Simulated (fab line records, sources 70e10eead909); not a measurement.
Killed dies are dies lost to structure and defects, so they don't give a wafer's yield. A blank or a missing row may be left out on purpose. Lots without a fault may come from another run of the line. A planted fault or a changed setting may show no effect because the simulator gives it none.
fab line records | flow nand_harc
record lots=11 wafers=33 last_day=31
route steps=1302 shown A_ZERO_WELL@404 A_SOURCE_PLATE@415 END@1302
lots that met no fault: from a run of the same line without faults
start_h: hours from the record's first day to the start of the lot's first wafer shown | wait_h: hours since the lot's step before | " the same as in the row above | L1.1+2: a row that stands for several wafers | - no value, or no start given | * or withheld: withheld | < > ~ a bound
route shown NAME@n: a module of which the file shows steps, and the number in the route of the first | usual: mean/standard deviation of fault-free wafers | same: alike in all rows | chamber/n: place in a boat | sites: the reading at each site | _std_site: their standard deviation | _edge_site: outer sites' mean less inner sites' | radius_mm: how far each site lies from the wafer's centre | mask NAME#n: copy n | behind: the tool/chamber that last shaped the wafer | hold: why the lot was held/for how many hours/how that ended | device: the transistor (n, p or np) that didn't switch | end of line: the same wafers' tests at the end of the route | a step without rows: its recipe alone | killed: dies lost to structure and defects at the first sort, not the wafer's yield | map: a wafer's dies, x killed, . not, _ none there
set.NAME: the setting as run; set.NAME@STEP: as run at that earlier step | model.NAME: the simulator's own value behind a step, which no gauge read
steps of the route over a sample of lots; a table a step, a row a wafer
services: from which hour (start_h, from the record's first day; less than 0 if before it) a tool's chamber was out of use, for how many hours, and why
## steps
# step NHARC_A_ZERO_WELL_ETCH_19
# recipe target_depth_a=800 overetch_a=240 time_s=87.88 ion_energy_ev=200 n2_flow_sccm=150 h2_flow_sccm=150 ar_flow_sccm=0 rf_w=400 bias_w=150 chemistry=N2/H2
# usual drypump_motor_current_A=5.8/0.41 oes_product_au=1.007/0.01 rf_fwd_power_W=397.2/1.4 rf_vpp_V=430.2/2.7 showerhead_plenum_p_Torr=2.03/0.094 throttle_valve_pct=14.170/0.0095
# columns lot.wafer tool chamber start_h wait_h drypump_motor_current_A oes_product_au rf_fwd_power_W rf_hours_counter_h rf_vpp_V showerhead_plenum_p_Torr throttle_valve_pct
L713.2 rie_diel-06 2 141.29 0.1 6.0 1.007 395.5 0 431.8 2.12 14.166
L713.3 " 3 " " 5.4 1.010 396.7 0 431.9 2.10 14.170
L713.5 " 2 " " 6.0 1.002 397.3 - 433.0 2.12 14.180
L715.3 rie_diel-06 0 154.62 0.1 5.7 1.007 396.0 0 427.0 1.94 14.170
L715.6 " 1 " " 5.9 1.018 396.6 - 429.5 1.98 14.179
L715.5 " 2 " " 6.0 1.008 397.2 - 432.9 2.12 14.163
L718.2 rie_diel-13 2 189.37 0.1 5.9 1.010 398.4 3 425.2 1.94 14.168
L718.5 " 3 " " 5.1 1.010 396.4 - 428.6 1.95 14.173
L718.6 " 0 " " 6.5 1.014 397.0 - 435.0 2.19 14.172
L719.3 rie_diel-13 3 195.01 0.1 5.1 1.002 395.5 5 427.5 1.95 14.176
L719.4 " 0 " " 6.5 0.998 397.9 4 433.4 2.19 14.165
L719.6 " 0 " " 6.5 1.000 396.4 - 436.5 2.19 14.177
L723.3 rie_diel-06 0 234.88 0.1 5.8 0.991 397.1 3 428.7 1.94 14.188
L723.4 " 1 " " 5.9 1.020 398.4 3 428.9 1.98 14.171
L723.6 " 1 " " 6.0 1.017 398.8 - 426.8 1.98 14.170
L722.4 rie_diel-06 1 235.81 0.1 6.0 1.011 397.2 3 429.5 1.98 14.182
L722.3 " 2 " " 6.0 1.017 395.8 3 433.1 2.12 14.163
L722.2 " 3 " " 5.4 1.018 396.8 3 431.9 2.10 14.184
L727.3 rie_diel-13 1 285.80 0.1 5.1 0.990 397.6 17 427.0 1.91 14.166
L727.2 " 3 " " 5.2 1.002 398.9 19 427.2 1.94 14.162
L727.6 " 1 " " 5.1 1.000 394.8 - 427.7 1.91 14.173
L728.3 rie_diel-06 3 287.47 0.1 5.4 1.014 398.2 4 432.1 2.10 14.175
L728.2 " 0 " " 5.8 0.990 397.4 4 427.0 1.94 14.176
L728.4 " 2 " " 6.0 1.003 393.5 - 433.1 2.12 14.160
L729.4 rie_diel-06 3 297.75 0.1 5.4 0.996 400.8 5 432.4 2.10 14.172
L729.6 " 2 " " 6.0 1.020 398.0 - 431.8 2.12 14.171
L729.5 " 3 " " 5.4 1.019 400.5 - 431.8 2.10 14.174
L731.4 rie_diel-11 0 315.08 0.1 5.3 1.008 397.9 17 435.4 2.19 14.180
L731.3 " 1 " " 6.4 1.017 395.9 15 431.0 2.10 14.173
L731.5 " 2 " " 5.6 1.006 396.5 - 428.6 1.96 14.146
L732.1 rie_diel-13 0 326.00 0.1 6.5 0.991 399.2 25 436.3 2.18 14.184
L732.5 " 0 " " 6.5 0.982 394.8 - 432.9 2.18 14.182
L732.6 " 1 " " 5.1 0.980 398.6 - 428.5 1.91 14.165
# step NHARC_A_ZERO_WELL_ETCH_13
# recipe target_depth_a=1200 time_s=40.1 hbr_flow_sccm=150 cl2_flow_sccm=50 rf_w=400 icp_w=400 bias_w=100 chemistry=HBr/Cl2
# usual drypump_motor_current_A=5.6/0.32 he_backside_leak_sccm=2.7/0.3 oes_product_au=1.000/0.0096 rf_fwd_power_W=395.8/1.7 throttle_valve_pct=26.406/0.0092
# columns lot.wafer tool chamber start_h wait_h drypump_motor_current_A he_backside_leak_sccm oes_product_au rf_fwd_power_W rf_hours_counter_h throttle_valve_pct
L713.3 rie_si-06 1 141.43 - 5.0 2.6 0.984 394.3 0.4 26.416
L713.2 " 2 " " 6.1 2.3 0.993 393.2 0.4 26.402
L713.5 " 3 " " 5.7 2.9 0.991 396.0 - 26.405
L715.3 rie_si-04 3 154.76 - 5.2 2.4 0.994 395.0 1.1 26.414
L715.5 " 0 " " 5.7 2.4 0.994 394.2 - 26.405
L715.6 " 1 " " 5.4 2.7 0.981 395.2 - 26.401
L718.2 rie_si-01 1 189.47 - 5.8 3.1 1.012 393.5 0.9 26.399
L718.6 " 1 " " 5.8 3.4 1.015 393.6 - 26.406
L718.5 " 2 " " 6.0 3.1 1.007 395.5 - 26.409
L719.4 rie_si-06 0 195.12 - 5.2 2.5 1.007 395.8 0.9 26.414
L719.3 " 2 " " 6.1 2.4 0.983 392.1 0.7 26.409
L719.6 " 1 " " 4.9 2.5 0.976 395.2 - 26.413
L723.4 rie_si-01 0 235.02 - 5.7 2.5 1.010 398.1 0.3 26.416
L723.3 " 2 " " 6.0 3.0 1.003 395.8 0.2 26.409
L723.6 " 3 " " 5.6 2.4 0.999 398.3 - 26.384
L722.4 rie_si-06 0 235.93 - 5.2 2.6 1.017 394.9 1.2 26.413
L722.3 " 1 " " 5.0 2.5 0.979 394.6 1.1 26.415
L722.2 " 2 " " 6.1 2.4 1.001 387.8 0.9 26.414
L727.3 rie_si-06 0 285.93 - 5.2 2.4 1.005 393.8 0.2 26.412
L727.2 " 1 " " 5.0 2.7 1.007 397.9 0.2 26.397
L727.6 " 3 " " 5.7 2.8 0.992 394.3 - 26.392
L728.3 rie_si-04 3 287.60 - 5.2 2.3 0.990 394.0 0.8 26.400
L728.4 " 0 " " 5.7 2.5 0.997 394.1 0.8 26.407
L728.2 " 2 " " 5.0 3.0 1.009 394.9 0.8 26.382
L729.4 rie_si-01 0 297.86 - 5.7 2.5 0.999 397.5 0.6 26.419
L729.5 " 0 " " 5.6 2.5 0.999 397.6 - 26.406
L729.6 " 1 " " 5.8 3.1 1.004 395.6 - 26.399
L731.3 rie_si-01 2 315.21 - 6.0 2.8 0.997 397.7 0.7 26.403
L731.4 " 3 " " 5.6 2.2 1.004 396.6 0.7 26.415
L731.5 " 0 " " 5.6 2.7 0.995 396.2 - 26.430
L732.1 rie_si-01 2 326.12 - 6.0 2.9 1.002 396.9 0.9 26.404
L732.6 " 2 " " 6.0 2.9 1.003 395.3 - 26.407
L732.5 " 3 " " 5.6 2.6 1.007 398.5 - 26.412
# step NHARC_A_ZERO_WELL_INSPECT_17
# usual raw_defect_count=12/8
# columns lot.wafer tool chamber start_h wait_h raw_defect_count
L713.2 defect_inspect-02 - 142.51 0.1 22
L713.3 " - " " 29
L713.5 " - " " 15
L715.3 defect_inspect-02 - 155.86 0.1 11
L715.5 " - " " 31
L715.6 " - " " 21
L718.2 defect_inspect-02 - 190.57 0.1 16
L718.5 " - " " 6
L718.6 " - " " 18
L719.3 defect_inspect-02 - 196.22 0.1 13
L719.4 " - " " 9
L719.6 " - " " 9
L723.3 defect_inspect-01 - 236.15 0.1 5
L723.4 " - " " 18
L723.6 " - " " 18
L722.2 defect_inspect-01 - 237.02 0.1 4
L722.3 " - " " 11
L722.4 " - " " 6
L727.2 defect_inspect-01 - 287.01 0.1 7
L727.3 " - " " 11
L727.6 " - " " 7
L728.2 defect_inspect-02 - 288.70 0.1 14
L728.3 " - " " 18
L728.4 " - " " 35
L729.4 defect_inspect-02 - 298.97 0.1 14
L729.5 " - " " 7
L729.6 " - " " 5
L731.3 defect_inspect-02 - 316.29 0.1 13
L731.4 " - " " 6
L731.5 " - " " 10
L732.1 defect_inspect-01 - 327.22 0.2 6
L732.5 " - " " 7
L732.6 " - " " 17
# step NHARC_A_SOURCE_PLATE_OXIDE_02
# recipe target_thk_a=100 temp_c=900 ox_time_s=1362 material=SiO2
# usual spike_tc_centre_C=899.4/1.5 spike_tc_upper_C=900.7/1.2
# same ox_time_s=1362
# columns lot.wafer tool chamber start_h wait_h spike_tc_centre_C spike_tc_upper_C
L713.2 furnace-01 0 145.76 - 899.2 900.3
L713.3 " 0 " " 899.2 900.7
L713.5 " 0 " " 899.7 900.4
L715.3 furnace-01 0 157.12 - 900.5 900.6
L715.5 " 0 " " 897.8 901.7
L715.6 " 0 " " 898.0 901.7
L718.2 furnace-01 0 193.82 - 899.3 899.1
L718.5 " 0 " " 897.9 901.0
L718.6 " 0 " " 899.2 900.8
L719.3 furnace-02 0 200.46 - 900.4 900.5
L719.4 " 0 " " 901.4 900.1
L719.6 " 0 " " 899.7 900.6
L722.2 furnace-02 0 239.80 - 901.9 901.4
L722.3 " 0 " " 899.7 901.7
L722.4 " 0 " " 900.7 902.7
L723.3 furnace-02 0 239.80 - 900.4 900.8
L723.4 " 0 " " 899.4 901.7
L723.6 " 0 " " 900.9 902.6
L727.2 furnace-01 0 289.49 - 897.8 901.6
L727.3 " 0 " " 897.8 900.5
L727.6 " 0 " " 898.1 901.0
L728.2 furnace-01 0 289.49 - 898.6 898.6
L728.3 " 0 " " 899.6 900.0
L728.4 " 0 " " 899.6 899.0
L729.4 furnace-08 0 302.10 - 897.2 896.9
L729.5 " 0 " " 896.4 899.7
L729.6 " 0 " " 897.7 899.2
L729.4 furnace-02 0 306.18 0.4 900.6 900.7
L729.5 " 0 " " 901.0 902.3
L729.6 " 0 " " 902.4 900.6
L731.3 furnace-01 0 325.35 - 898.1 900.8
L731.4 " 0 " " 898.9 900.6
L731.5 " 0 " " 898.6 899.5
L731.3 furnace-01 0 332.61 3.6 900.0 899.5
L731.4 " 0 " " 899.1 900.0
L731.5 " 0 " " 898.3 899.8
L732.1 furnace-02 0 330.87 - 900.6 902.2
L732.5 " 0 " " 901.6 902.3
L732.6 " 0 " " 900.7 902.9
L732.1 furnace-02 0 336.27 1.7 899.7 901.5
L732.5 " 0 " " 899.3 901.6
L732.6 " 0 " " 901.1 902.7
# step NHARC_A_SOURCE_PLATE_THK_MEAS_09
# recipe thk_meas_gauge=ellipsometry
# usual thk_nm=9.6/0.92
# columns lot.wafer tool chamber start_h wait_h thk_nm
L713.2 film_metro-01 - 149.80 0.4 11.1
L713.3 " - " " 9.1
L713.5 " - " " 9.1
L715.3 film_metro-02 - 161.18 0.4 8.9
L715.5 " - " " 7.5
L715.6 " - " " 12.8
L718.2 film_metro-02 - 197.90 0.4 8.5
L718.5 " - " " 10.2
L718.6 " - " " 10.5
L719.3 film_metro-01 - 204.49 0.4 8.8
L719.4 " - " " 10.9
L719.6 " - " " 9.1
L722.2 film_metro-02 - 243.87 0.4 8.4
L722.3 " - " " 9.4
L722.4 " - " " 9.1
L723.3 film_metro-01 - 243.88 0.4 9.1
L723.4 " - " " 9.0
L723.6 " - " " 9.3
L727.2 film_metro-02 - 293.63 0.4 8.8
L727.3 " - " " 9.2
L727.6 " - " " 9.5
L728.2 film_metro-01 - 293.63 0.4 7.7
L728.3 " - " " 10.5
L728.4 " - " " 9.4
L729.4 film_metro-02 - 310.58 0.7 16.2
L729.5 " - " " 17.2
L729.6 " - " " 17.2
L731.3 film_metro-02 - 336.94 0.7 16.9
L731.4 " - " " 15.4
L731.5 " - " " 15.1
L732.1 film_metro-02 - 340.63 0.7 15.7
L732.5 " - " " 15.0
L732.6 " - " " 14.7
# step NHARC_END_SORT_01
# recipe temp_c=25
# usual killed_at_array=53/20 killed_at_other=1/1.2 killed_at_periphery=3.7/2.6 killed_dies=58/20 killed_open=3.5/1.8 killed_short=2.4/1.7
# same gross_dies=677
# columns lot.wafer tool chamber start_h wait_h killed_at_array killed_at_other killed_at_periphery killed_dies killed_open killed_short
L713.2 prober-02 0 556.62 2.8 24 0 5 29 5 3
L713.3 prober-02 0 557.42 3.1 18 1 7 26 2 3
L713.5 prober-02 0 559.00 3.7 15 0 5 20 3 3
L715.3 prober-02 0 574.78 3.1 81 0 0 81 2 1
L715.5 prober-02 0 576.35 3.6 87 2 1 90 2 2
L715.6 prober-02 0 577.14 3.9 77 1 1 79 6 0
L718.2 prober-02 0 602.41 2.8 53 3 3 59 1 3
L718.5 prober-02 0 604.82 3.7 46 2 5 53 2 6
L718.6 prober-02 0 605.62 4.0 49 3 4 56 6 1
L719.3 prober-02 0 622.68 3.1 32 3 1 36 6 1
L719.4 prober-02 0 623.48 3.4 26 0 2 28 3 3
L719.6 prober-02 0 625.06 4.0 25 1 5 31 3 2
L722.2 prober-01 0 654.16 2.8 55 1 1 57 6 0
L722.3 prober-01 0 654.96 3.1 37 2 2 41 0 4
L722.4 prober-01 0 655.75 3.4 58 3 1 62 4 1
L723.3 prober-02 0 654.96 3.1 59 1 3 63 4 0
L723.4 prober-02 0 655.76 3.4 53 1 7 61 1 0
L723.6 prober-02 0 657.36 4.0 61 4 3 68 2 3
L727.2 prober-01 0 697.36 2.8 42 1 4 47 3 0
L727.3 prober-01 0 698.16 3.1 18 1 2 21 1 1
L727.6 prober-01 0 700.55 4.0 33 1 1 35 3 0
L728.2 prober-02 0 697.41 2.8 75 3 4 82 6 3
L728.3 prober-02 0 698.22 3.1 63 3 3 69 7 6
L728.4 prober-02 0 699.03 3.4 85 1 5 91 4 3
L729.4 prober-02 0 726.52 3.4 44 1 5 50 3 3
L729.5 prober-02 0 727.31 3.7 34 1 6 41 4 2
L729.6 prober-02 0 728.11 4.0 35 1 3 39 5 2
L732.1 prober-02 0 737.99 2.5 27 0 0 27 4 0
L732.5 prober-02 0 741.11 3.6 57 1 2 60 5 3
L732.6 prober-02 0 741.89 3.9 26 1 1 28 4 3
L731.3 prober-01 0 739.52 3.1 55 2 4 61 2 2
L731.4 prober-01 0 740.32 3.4 43 0 2 45 4 0
L731.5 prober-01 0 741.12 3.7 44 0 2 46 3 0
# killed by level:class
L713.2 A_CHANNEL_HOLE_D2:chamber_film_flake=7 A_WL_FILL:geometric_particle:short=3 P_M1:chamber_film_flake=3 A_CONTACT:chamber_film_flake=3 A_CHANNEL_FILL_D1:geometric_particle:open=2 A_BONDPAD:chamber_film_flake=2 A_CHANNEL_FILL_D2:geometric_particle:open=1 A_WL_FILL:geometric_particle:open=1
L713.3 A_CHANNEL_HOLE_D2:chamber_film_flake=4 A_BONDPAD:chamber_film_flake=4 P_GATE:chamber_film_flake=3 P_M1:chamber_film_flake=3 A_ZERO_WELL:chamber_film_flake=3 A_CHANNEL_FILL_D1:geometric_particle:short=2 A_CHANNEL_HOLE_D1:chamber_film_flake=2 A_WL_FILL:geometric_particle:short=1
L713.5 A_CHANNEL_HOLE_D2:chamber_film_flake=3 A_CHANNEL_FILL_D2:geometric_particle:short=2 P_STI:chamber_film_flake=2 A_ZERO_WELL:chamber_film_flake=2 A_CONTACT:chamber_film_flake=2 P_CONTACT:geometric_particle:open=1 P_M0:geometric_particle:open=1 A_WL_FILL:geometric_particle:short=1
L715.3 A_CHANNEL_HOLE_D2:chamber_film_flake=30 A_CHANNEL_HOLE_D1:chamber_film_flake=24 A_SLIT:chamber_film_flake=18 A_DECK1_JOINT:chamber_film_flake=2 A_CONTACT:chamber_film_flake=2 A_ONON_D1:geometric_particle:open=1 A_SGD_CUT:geometric_particle:open=1 A_WL_FILL:geometric_particle:short=1
L715.5 A_SLIT:chamber_film_flake=27 A_CHANNEL_HOLE_D2:chamber_film_flake=24 A_CHANNEL_HOLE_D1:chamber_film_flake=22 A_CONTACT:chamber_film_flake=4 A_ZERO_WELL:chamber_film_flake=3 A_STAIRCASE:chamber_film_flake=2 THIN_TSV:chamber_film_flake=2 P_M0:geometric_particle:open=1
L715.6 A_CHANNEL_HOLE_D1:chamber_film_flake=27 A_CHANNEL_HOLE_D2:chamber_film_flake=24 A_SLIT:chamber_film_flake=15 A_CONTACT:chamber_film_flake=4 A_WL_FILL:geometric_particle:open=2 A_ONON_D1:geometric_particle:open=1 A_CHANNEL_HOLE_D1:geometric_particle:open=1 A_CHANNEL_FILL_D1:geometric_particle:open=1
L718.2 A_CHANNEL_HOLE_D2:chamber_film_flake=37 A_CHANNEL_HOLE_D1:chamber_film_flake=6 THIN_TSV:chamber_film_flake=3 P_GATE:chamber_film_flake=2 A_CHANNEL_FILL_D1:chamber_film_flake=2 A_SLIT:chamber_film_flake=2 A_CHANNEL_HOLE_D1:geometric_particle:short=1 A_CHANNEL_FILL_D1:geometric_particle:short=1
L718.5 A_CHANNEL_HOLE_D2:chamber_film_flake=30 P_GATE:chamber_film_flake=3 A_STAIRCASE:chamber_film_flake=3 A_ONON_D2:geometric_particle:short=2 A_CHANNEL_HOLE_D1:chamber_film_flake=2 THIN_TSV:chamber_film_flake=2 A_SOURCE_PLATE:geometric_particle:short=1 A_ONON_D1:geometric_particle:short=1
L718.6 A_CHANNEL_HOLE_D2:chamber_film_flake=36 A_CONTACT:chamber_film_flake=3 THIN_TSV:chamber_film_flake=3 A_DECK1_JOINT:geometric_particle:open=2 P_ZERO_WELL:chamber_film_flake=2 A_STAIRCASE:chamber_film_flake=2 P_CONTACT:geometric_particle:open=1 A_ONON_D1:geometric_particle:open=1
L719.3 A_CHANNEL_HOLE_D2:chamber_film_flake=10 A_STAIRCASE:chamber_film_flake=5 A_CHANNEL_HOLE_D1:chamber_film_flake=4 A_M0:chamber_film_flake=3 A_DECK1_JOINT:geometric_particle:open=2 A_SLIT:chamber_film_flake=2 A_CONTACT:chamber_film_flake=2 A_CHANNEL_HOLE_D1:geometric_particle:open=1
L719.4 A_STAIRCASE:chamber_film_flake=11 A_CHANNEL_HOLE_D2:chamber_film_flake=4 A_CONTACT:chamber_film_flake=3 A_ONON_D2:geometric_particle:short=2 P_CONTACT:geometric_particle:open=1 P_M0:geometric_particle:open=1 A_WL_FILL:geometric_particle:short=1 A_CONTACT:geometric_particle:open=1
L719.6 A_CHANNEL_HOLE_D2:chamber_film_flake=6 A_STAIRCASE:chamber_film_flake=6 P_GATE:chamber_film_flake=4 A_CONTACT:chamber_film_flake=3 A_CHANNEL_FILL_D1:geometric_particle:open=2 A_SLIT:chamber_film_flake=2 A_ONON_D2:geometric_particle:short=1 A_BLC:geometric_particle:open=1
L722.2 A_SLIT:chamber_film_flake=29 A_STAIRCASE:chamber_film_flake=6 A_CHANNEL_HOLE_D2:chamber_film_flake=5 A_CHANNEL_FILL_D2:chamber_film_flake=3 A_CONTACT:chamber_film_flake=3 A_CHANNEL_HOLE_D1:chamber_film_flake=2 A_ONON_D1:geometric_particle:open=1 A_CHANNEL_FILL_D1:geometric_particle:open=1
L722.3 A_SLIT:chamber_film_flake=10 A_CHANNEL_HOLE_D2:chamber_film_flake=7 A_CHANNEL_FILL_D2:chamber_film_flake=6 A_CHANNEL_HOLE_D1:chamber_film_flake=5 A_STAIRCASE:chamber_film_flake=3 P_M2:chamber_film_flake=2 THIN_TSV:chamber_film_flake=2 A_CONTACT:chamber_film_flake=2
L723.3 A_CHANNEL_HOLE_D1:chamber_film_flake=37 A_CHANNEL_HOLE_D2:chamber_film_flake=10 A_CONTACT:chamber_film_flake=4 A_WL_FILL:geometric_particle:open=2 A_M0:geometric_particle:open=2 P_M2:chamber_film_flake=2 A_ZERO_WELL:chamber_film_flake=2 A_CHANNEL_FILL_D1:chamber_film_flake=2
L722.4 A_SLIT:chamber_film_flake=24 A_CHANNEL_HOLE_D2:chamber_film_flake=11 A_CHANNEL_FILL_D2:chamber_film_flake=6 A_STAIRCASE:chamber_film_flake=5 A_CHANNEL_HOLE_D1:chamber_film_flake=4 THIN_TSV:chamber_film_flake=3 A_ONON_D1:geometric_particle:short=1 A_ONON_D1:geometric_particle:open=1
L723.4 A_CHANNEL_HOLE_D1:chamber_film_flake=30 A_CHANNEL_HOLE_D2:chamber_film_flake=13 P_M2:chamber_film_flake=5 A_CONTACT:chamber_film_flake=5 P_ZERO_WELL:chamber_film_flake=2 A_SLIT:chamber_film_flake=2 A_STAIRCASE:chamber_film_flake=2 A_M0:geometric_particle:open=1
L723.6 A_CHANNEL_HOLE_D1:chamber_film_flake=36 A_CHANNEL_HOLE_D2:chamber_film_flake=7 A_CONTACT:chamber_film_flake=7 THIN_TSV:chamber_film_flake=4 A_STAIRCASE:chamber_film_flake=3 A_ONON_D1:geometric_particle:short=2 P_M2:chamber_film_flake=2 A_SLIT:chamber_film_flake=2
L727.2 A_SLIT:chamber_film_flake=29 A_CHANNEL_HOLE_D1:chamber_film_flake=7 P_CONTACT:geometric_particle:open=2 P_GATE:chamber_film_flake=2 A_DECK1_JOINT:chamber_film_flake=2 A_CONTACT:chamber_film_flake=2 A_ONON_D2:geometric_particle:open=1 A_CHANNEL_FILL_D2:chamber_film_flake=1
L728.2 A_CHANNEL_HOLE_D1:chamber_film_flake=27 A_CHANNEL_HOLE_D2:chamber_film_flake=16 A_SLIT:chamber_film_flake=16 A_CONTACT:chamber_film_flake=6 THIN_TSV:chamber_film_flake=3 A_DECK1_JOINT:geometric_particle:short=2 A_M0:geometric_particle:open=2 P_GATE:chamber_film_flake=2
L727.3 A_SLIT:chamber_film_flake=13 P_GATE:geometric_particle:open=1 A_WL_FILL:geometric_particle:short=1 P_GATE:chamber_film_flake=1 A_ZERO_WELL:chamber_film_flake=1 A_CHANNEL_HOLE_D1:chamber_film_flake=1 A_STAIRCASE:chamber_film_flake=1 A_CONTACT:chamber_film_flake=1
L728.3 A_CHANNEL_HOLE_D1:chamber_film_flake=32 A_SLIT:chamber_film_flake=13 A_CHANNEL_HOLE_D2:chamber_film_flake=4 A_CONTACT:chamber_film_flake=4 P_GATE:geometric_particle:short=2 A_DECK1_JOINT:geometric_particle:open=2 A_CONTACT:geometric_particle:open=2 THIN_TSV:chamber_film_flake=2
L728.4 A_CHANNEL_HOLE_D1:chamber_film_flake=33 A_SLIT:chamber_film_flake=23 A_CHANNEL_HOLE_D2:chamber_film_flake=14 A_CONTACT:chamber_film_flake=8 P_ZERO_WELL:chamber_film_flake=2 P_CONTACT:geometric_particle:open=1 P_M0:geometric_particle:open=1 A_ONON_D1:geometric_particle:short=1
L727.6 A_SLIT:chamber_film_flake=17 A_CONTACT:chamber_film_flake=5 A_BLC:chamber_film_flake=3 A_CHANNEL_FILL_D2:geometric_particle:open=2 A_ZERO_WELL:chamber_film_flake=2 A_CHANNEL_HOLE_D1:chamber_film_flake=2 A_DECK1_JOINT:geometric_particle:open=1 P_GATE:chamber_film_flake=1
L729.4 A_CHANNEL_HOLE_D1:chamber_film_flake=13 A_CHANNEL_HOLE_D2:chamber_film_flake=10 A_CONTACT:chamber_film_flake=6 A_SLIT:chamber_film_flake=5 P_M1:chamber_film_flake=3 A_CHANNEL_FILL_D2:chamber_film_flake=3 P_M0:geometric_particle:short=1 A_CONTACT:geometric_particle:open=1
L729.5 A_CHANNEL_HOLE_D2:chamber_film_flake=20 A_SLIT:chamber_film_flake=5 A_CHANNEL_HOLE_D1:chamber_film_flake=4 P_GATE:geometric_particle:open=1 P_CONTACT:geometric_particle:open=1 P_M1:geometric_particle:open=1 A_DECK1_JOINT:geometric_particle:open=1 A_CHANNEL_HOLE_D2:geometric_particle:short=1
L729.6 A_CHANNEL_HOLE_D2:chamber_film_flake=12 A_CONTACT:chamber_film_flake=6 A_CHANNEL_HOLE_D1:chamber_film_flake=5 A_SLIT:chamber_film_flake=4 A_STAIRCASE:chamber_film_flake=2 A_BONDPAD:chamber_film_flake=2 P_GATE:geometric_particle:open=1 P_M0:geometric_particle:short=1
L732.1 A_SLIT:chamber_film_flake=8 A_CHANNEL_HOLE_D2:chamber_film_flake=6 A_CONTACT:chamber_film_flake=3 A_CHANNEL_FILL_D2:geometric_particle:open=2 A_CHANNEL_HOLE_D1:chamber_film_flake=2 A_ONON_D1:geometric_particle:open=1 A_BLC:geometric_particle:open=1 A_CHANNEL_FILL_D1:chamber_film_flake=1
L731.3 A_CHANNEL_HOLE_D1:chamber_film_flake=34 A_CONTACT:chamber_film_flake=12 P_STI:chamber_film_flake=4 A_M0:chamber_film_flake=3 A_STAIRCASE:chamber_film_flake=2 A_WL_FILL:geometric_particle:short=1 A_WL_FILL:geometric_particle:open=1 A_CONTACT:geometric_particle:open=1
L731.4 A_CHANNEL_HOLE_D1:chamber_film_flake=25 A_CONTACT:chamber_film_flake=8 A_SLIT:chamber_film_flake=4 A_STAIRCASE:chamber_film_flake=2 P_M2:geometric_particle:open=1 A_ONON_D1:geometric_particle:open=1 A_ONON_D2:geometric_particle:open=1 A_CHANNEL_FILL_D2:geometric_particle:open=1
L732.5 A_SLIT:chamber_film_flake=25 A_CHANNEL_HOLE_D2:chamber_film_flake=16 A_STAIRCASE:chamber_film_flake=5 A_CHANNEL_HOLE_D1:chamber_film_flake=3 P_CONTACT:geometric_particle:open=2 A_CHANNEL_FILL_D1:geometric_particle:short=1 A_DECK1_JOINT:geometric_particle:short=1 A_ONON_D2:geometric_particle:open=1
L731.5 A_CHANNEL_HOLE_D1:chamber_film_flake=26 A_SLIT:chamber_film_flake=7 A_CONTACT:chamber_film_flake=4 A_M0:chamber_film_flake=3 A_ONON_D1:geometric_particle:open=1 A_DECK1_JOINT:geometric_particle:open=1 A_CONTACT:geometric_particle:open=1 P_STI:chamber_film_flake=1
L732.6 A_SLIT:chamber_film_flake=13 A_CHANNEL_HOLE_D1:chamber_film_flake=3 A_BLC:geometric_particle:open=2 A_M1:geometric_particle:short=2 A_CHANNEL_HOLE_D2:chamber_film_flake=2 P_GATE:geometric_particle:open=1 A_ONON_D2:geometric_particle:open=1 A_SGD_CUT:geometric_particle:short=1
## services
# columns tool chamber start_h hours kind
rie_diel-11 - 117.97 0.4 repair
rie_diel-13 2 119.30 2.7 repair
rie_diel-06 - 130.20 9.0 pm
rie_diel-06 0 130.20 9.0 vent_cycle
rie_diel-06 1 130.20 9.0 vent_cycle
rie_diel-06 2 130.20 9.0 vent_cycle
rie_diel-13 2 139.25 1.6 repair
rie_si-04 - 165.00 9.0 pm
rie_diel-13 - 165.50 9.0 pm
rie_si-01 - 193.00 9.0 pm
rie_diel-13 3 197.57 5.2 repair
furnace-01 - 206.00 26.0 pm
rie_si-06 2 213.28 6.0 repair
rie_si-04 3 219.32 8.5 repair
rie_si-04 1 224.46 1.8 repair
rie_si-06 - 249.00 9.0 pm
rie_si-01 1 253.05 6.5 repair
rie_diel-11 - 256.93 9.0 pm
rie_diel-06 1 286.58 8.5 repair
rie_si-06 - 291.19 1.2 repair
rie_diel-06 - 307.20 9.0 pm
rie_si-04 0 310.48 5.7 repair
rie_diel-06 3 329.27 9.6 repair
rie_diel-13 1 335.33 21.1 repair
## key
first_sign step=NHARC_A_SOURCE_PLATE_OXIDE_02 reading=visit direction=added
effect step=NHARC_A_SOURCE_PLATE_THK_MEAS_09 reading=thk_nm direction=up sigmas=6.9 usual=9.6 struck=15.9
met_at NHARC_A_SOURCE_PLATE_OXIDE_02
struck_lots L729,L731,L732
tester_left_out L729,L731,L732
not_acting_at NHARC_A_ZERO_WELL_ETCH_19,NHARC_A_ZERO_WELL_ETCH_13,NHARC_A_ZERO_WELL_INSPECT_17
fault kind=repeated_step_whole tool=furnace-01,furnace-02,furnace-08 chamber=- onset_h=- steps=NHARC_A_SOURCE_PLATE_OXIDE_02 times=1 scope=struck_lots_only
# tester_left_out: of these lots the tester's yield and bins aren't shown, on N5 and GAA mostly nor the transistor test; their killed dies are dies lost to structure and defects alone, not to doping, threshold or leakage, so they don't give the yield
